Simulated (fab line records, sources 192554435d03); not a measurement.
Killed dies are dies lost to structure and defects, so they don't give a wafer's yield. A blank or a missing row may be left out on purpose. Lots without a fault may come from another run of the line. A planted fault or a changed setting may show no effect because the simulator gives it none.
Chamber matching | flow n5_finfet | N5_BEOL_M13_VIA_ETCH_16 on rie_diel-06: 4 sister chambers
The step etches SiOC in C4F8/O2/Ar, target depth 921.7 nm. 8 wafers are shown with their chamber, then 8 later ones without.

WAFERS WITH THEIR CHAMBER
wafer  | chamber | showerhead_plenum_p_Torr (Torr) | throttle_valve_pct (%)
L082.4 | 1       | 3.47                            | 23.83
L080.6 | 3       | 3.17                            | 24.09
L090.1 | 0       | 3.33                            | 23.75
L090.5 | 2       | 3.46                            | 23.88
L091.2 | 1       | 3.47                            | 23.85
L091.3 | 0       | 3.33                            | 23.75
L091.4 | 3       | 3.16                            | 24.10
L093.1 | 2       | 3.46                            | 23.89

WAFERS WITHOUT THEIR CHAMBER
wafer  | showerhead_plenum_p_Torr (Torr) | throttle_valve_pct (%)
L093.3 | 3.47                            | 23.86
L093.4 | 3.33                            | 23.75
L086.3 | 3.47                            | 23.85
L086.4 | 3.16                            | 24.11
L086.5 | 3.47                            | 23.85
L094.1 | 3.46                            | 23.84
L094.4 | 3.33                            | 23.77
L094.6 | 3.16                            | 24.13

WHICH CHAMBER EACH WENT THROUGH
wafer  | from the rows above     | in truth
L093.3 | can't be placed: 1 or 2 | 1
L093.4 | 0                       | 0
L086.3 | 1                       | 1
L086.4 | 3                       | 3
L086.5 | 1                       | 1
L094.1 | 1                       | 1
L094.4 | 0                       | 0
L094.6 | 3                       | 3
Placed correctly: 7 of 8. Can't be placed from these rows: 1 (the true chamber is among the candidates in 1). Placed wrongly: 0.
How it was worked out, from the rows above alone: a wafer's distance from a chamber is the root of the sum, over the readings, of the square of ((its reading less the chamber's mean) divided by the reading's scatter). The wafer belongs to the nearest chamber; if the next one is less than 2 further off, it can't be placed. A chamber's mean is the mean of its shown wafers. The scatter: the root of (the sum of the squares of (reading less its chamber's mean) over the shown wafers, divided by (wafers less chambers)).
